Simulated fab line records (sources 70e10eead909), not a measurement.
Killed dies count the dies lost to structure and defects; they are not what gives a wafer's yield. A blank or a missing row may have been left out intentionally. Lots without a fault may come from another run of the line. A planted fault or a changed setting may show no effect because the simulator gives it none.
Chamber matching / flow nand harc / NHARC_A_STAIRCASE_ETCH_230 on rie diel-13 has 4 sister chambers
The step etches the open film in C4F8/O2, target depth 100 nm, time 40.5 s. 4 wafers are shown with their chamber, then 7 later ones without.

EACH WAFER AND ITS CHAMBER
wafer=L135.5; chamber=3; rf vpp V (V)=894
wafer=L146.4; chamber=2; rf vpp V (V)=889
wafer=L149.1; chamber=1; rf vpp V (V)=903
wafer=L149.4; chamber=0; rf vpp V (V)=896

WAFERS WHOSE CHAMBER IS MISSING
wafer=L149.5; rf vpp V (V)=895
wafer=L148.2; rf vpp V (V)=903
wafer=L148.3; rf vpp V (V)=894
wafer=L148.6; rf vpp V (V)=890
wafer=L151.2; rf vpp V (V)=896
wafer=L151.4; rf vpp V (V)=888
wafer=L151.6; rf vpp V (V)=889

THE CHAMBER EACH PASSED THROUGH
wafer=L149.5; from the rows above=can't be placed: 0 or 3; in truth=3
wafer=L148.2; from the rows above=1; in truth=1
wafer=L148.3; from the rows above=3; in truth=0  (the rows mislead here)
wafer=L148.6; from the rows above=2; in truth=2
wafer=L151.2; from the rows above=0; in truth=0
wafer=L151.4; from the rows above=2; in truth=2
wafer=L151.6; from the rows above=2; in truth=2
Correct placement for 5 of the 7. These rows do not allow placing 1 (true chamber among the candidates in 1). Wrongly placed: 1.
How it was worked out, from the rows above alone: a wafer's distance from a chamber is the root of the sum, over the readings, of the square of ((its reading less the chamber's mean) divided by the reading's scatter). The wafer belongs to the nearest chamber; if the next one is less than 2 further off, it can't be placed. The mean given for a chamber averages the wafers shown for that chamber. The scatter: root of mean squared gap, hidden wafer to nearest shown wafer, with one shown wafer a chamber.
